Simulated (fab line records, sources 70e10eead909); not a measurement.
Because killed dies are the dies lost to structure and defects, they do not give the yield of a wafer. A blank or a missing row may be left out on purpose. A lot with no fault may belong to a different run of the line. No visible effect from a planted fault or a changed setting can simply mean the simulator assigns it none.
Matching of chambers	flow nand_harc	rie_diel-11 running NHARC_A_CONTACT_ETCH_110: 4 sister chambers
The step etches the open film in CF4/O2, target depth 50 nm, overetch 5 nm, time 27.5 s. 27 wafers are shown with their chamber, then 12 later ones without.

== WAFERS WITH THEIR CHAMBER ==
wafer	chamber	showerhead_plenum_p_Torr (Torr)	drypump_motor_current_A (A)	rf_vpp_V (V)
L075.3	2	1.26	5.7	196.7
L075.4	1	1.42	5.6	199.9
L075.5	0	1.40	5.6	199.2
L074.2	2	1.26	5.8	195.7
L074.3	3	1.35	5.8	199.9
L074.6	0	1.40	5.6	198.1
L079.2	2	1.26	5.8	195.9
L079.3	0	1.40	5.6	199.0
L079.6	0	1.40	5.6	197.6
L080.1	0	1.40	5.6	199.0
L080.5	0	1.40	5.6	199.1
L080.6	1	1.41	5.6	197.9
L077.3	2	1.26	5.8	197.1
L077.5	0	1.40	5.6	199.5
L077.6	3	1.35	5.8	198.4
L082.2	2	1.26	5.8	194.3
L082.4	3	1.35	5.8	198.2
L082.6	0	1.40	5.6	197.6
L084.1	0	1.40	5.6	199.0
L084.5	0	1.40	5.6	196.8
L084.6	3	1.35	5.8	199.5
L090.1	3	1.35	5.8	197.5
L090.3	1	1.41	5.5	199.5
L090.5	2	1.26	5.8	196.0
L088.2	1	1.41	5.6	201.1
L088.4	2	1.26	5.8	196.5
L088.5	3	1.35	5.7	198.6

SIGNATURES, as means of the wafers listed above
reading	chamber 0	chamber 1	chamber 2	chamber 3	scatter within a chamber
showerhead_plenum_p_Torr	1.4000	1.4125	1.2600	1.3500	0.00181
drypump_motor_current_A	5.600	5.575	5.786	5.783	0.0326
rf_vpp_V	198.490	199.600	196.029	198.683	0.963
Rule: a wafer's distance from a chamber is the root of the sum, over the readings, of the square of ((its reading less the chamber's mean) divided by the reading's scatter). If the next closest chamber is less than 2 further off than the closest, the wafer can't be placed; otherwise it belongs to the closest. How the scatter is found: for the shown wafers, subtract from each reading the mean of its chamber, square and add these, divide the total by (wafers less chambers), then take the root.

== WAFERS WITHOUT THEIR CHAMBER ==
wafer	showerhead_plenum_p_Torr (Torr)	drypump_motor_current_A (A)	rf_vpp_V (V)
L093.2	1.26	5.8	195.4
L093.3	1.41	5.6	199.1
L093.6	1.34	5.8	196.1
L092.1	1.41	5.5	198.7
L092.4	1.34	5.8	197.1
L092.6	1.35	5.7	198.2
L094.1	1.34	5.8	197.5
L094.3	1.26	5.8	196.9
L094.5	1.40	5.6	198.8
L095.3	1.41	5.6	199.6
L095.5	1.26	5.7	198.8
L095.6	1.34	5.8	197.5

== THE CHAMBER EACH PASSED THROUGH ==
wafer	from the rows above	in truth
L093.2	2	2
L093.3	1	1
L093.6	3	3
L092.1	1	1
L092.4	3	3
L092.6	3	3
L094.1	3	3
L094.3	2	2
L094.5	0	0
L095.3	1	1
L095.5	2	2
L095.6	3	3
Placed correctly: 12 of 12. Number that these rows cannot place: 0. Placed wrongly: 0.
